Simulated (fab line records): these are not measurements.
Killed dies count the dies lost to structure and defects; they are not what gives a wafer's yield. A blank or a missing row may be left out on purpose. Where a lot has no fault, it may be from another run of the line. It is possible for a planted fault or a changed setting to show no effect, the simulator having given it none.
Problem report, 8D (eight disciplines) form, completed by code + flow n5Finfet + the parts of the form that need people (team, actions taken, sign-off) are left out

== 1. THE PROBLEM ==
Across 3 wafers from 2 lots, HK_THK at N5_HKMG_FIN_THK_MEAS_70 averages 0.693 nm, while fault-free wafers read 1.613 nm with a standard deviation of 0.019. Relative to the usual mean, that is a shift of -48 standard deviations.
The step: measures by xrf.
First observed at day 7 12:32: wafer L200.2, on filmMetro-01. At this step, 33 wafers from 11 lots have a number in the record. By rule, "out" or "out of limits" means more than 4 standard deviations away from the usual mean. The other wafers with a number count as sound.

== 2. WHAT THIS IS AND IS NOT ==
| question                    | is                         | is not                                                                                             |
|-----------------------------|----------------------------|----------------------------------------------------------------------------------------------------|
| which readings at this step | HK_THK                     | -                                                                                                  |
| which lots                  | L200, L201                 | L187, L188, L189, L190, L203, L204, L206, L207, L209                                               |
| which wafers of those lots  | L200.2, L201.2, L201.4     | L200.3, L200.6, L201.3                                                                             |
| read on which gauges        | filmMetro-01, filmMetro-02 | -                                                                                                  |
| when                        | from day 7 12:32           | up to then (14 sound wafers); but 16 sound wafers of L201, L203, L204, L206, L207, L209 came after |

== 3. WHAT RULES OUT EACH SUSPECT ==
Counting: any tool at a process step up to the reading remains a suspect provided it ran every lot that is out. Sound lots after the first of them don't rule it out here, since some wafers of a struck lot are sound.
- the gauge at N5_HKMG_FIN_THK_MEAS_70 has been ruled out. The wafers that are out were read on 2 gauges (filmMetro-01, filmMetro-02).
- plasmaAsher-02 at N5_SDB_STRIP_22 (strips in N2/H2): kept. It ran every lot that is out, first L200 (day 7 04:06); its last sound lot up to then is L187 (day 3 20:59).
- aldSin-04 at N5_SDB_ALD_29 (deposits SiNx, target thk 30 nm, pulse time 1 s, ald cycles 600): kept. It ran every lot that is out, first L200 (day 7 05:02); its last sound lot up to then is L190 (day 4 12:24).
- aldHk-01 at N5_HKMG_FIN_HK_ALD_01 (deposits HfO2, target thk 1.6 nm, pulse time 3 s, purge time 3 s): kept. It ran every lot that is out, first L200 (day 7 08:42); its last sound lot up to then is L190 (day 4 16:02).
plasmaAsher-02 at N5_SDB_STRIP_22, aldSin-04 at N5_SDB_ALD_29 and aldHk-01 at N5_HKMG_FIN_HK_ALD_01 are what is left after counting.

== 4. THE CAUSE (what the simulator had put in) ==
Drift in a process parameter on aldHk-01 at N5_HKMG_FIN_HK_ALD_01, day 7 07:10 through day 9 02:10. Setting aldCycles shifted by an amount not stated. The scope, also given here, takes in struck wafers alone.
Of the 3 suspects that counting leaves, this tool is one.

== 5. THE CHAIN OF EFFECTS, in route order ==
Each row: a reading where the mean over the struck wafers with a number is more than 3 standard deviations away from the usual. Scope: only readings with a usual standard deviation given in the record; hours: median across lots of the time from each lot's start at the first step in this table that gives one to its start at this step; sigmas: change in usual standard deviations.
| hours | step                    | reading | usual    | on struck wafers | change | sigmas |
|-------|-------------------------|---------|----------|------------------|--------|--------|
| 0     | N5_HKMG_FIN_THK_MEAS_70 | HK_THK  | 1.613 nm | 0.693            | -0.920 | -48    |

== 6. WHAT WOULD HAVE CAUGHT IT SOONER ==
5 hours passed between the start of the fault at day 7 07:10 and the first reading out of limits at a measuring or inspecting step in this record, taken at day 7 12:32.
Of the tool readings at N5_HKMG_FIN_HK_ALD_01 for which the record gives a usual standard deviation, none was out on any struck wafer, so an alarm limit of 4 standard deviations on them would not have fired.
Among the 2 lots that are out, L201 began N5_HKMG_FIN_HK_ALD_01 on aldHk-01 after day 7 12:32. Putting the tool on hold at that point would have spared it.
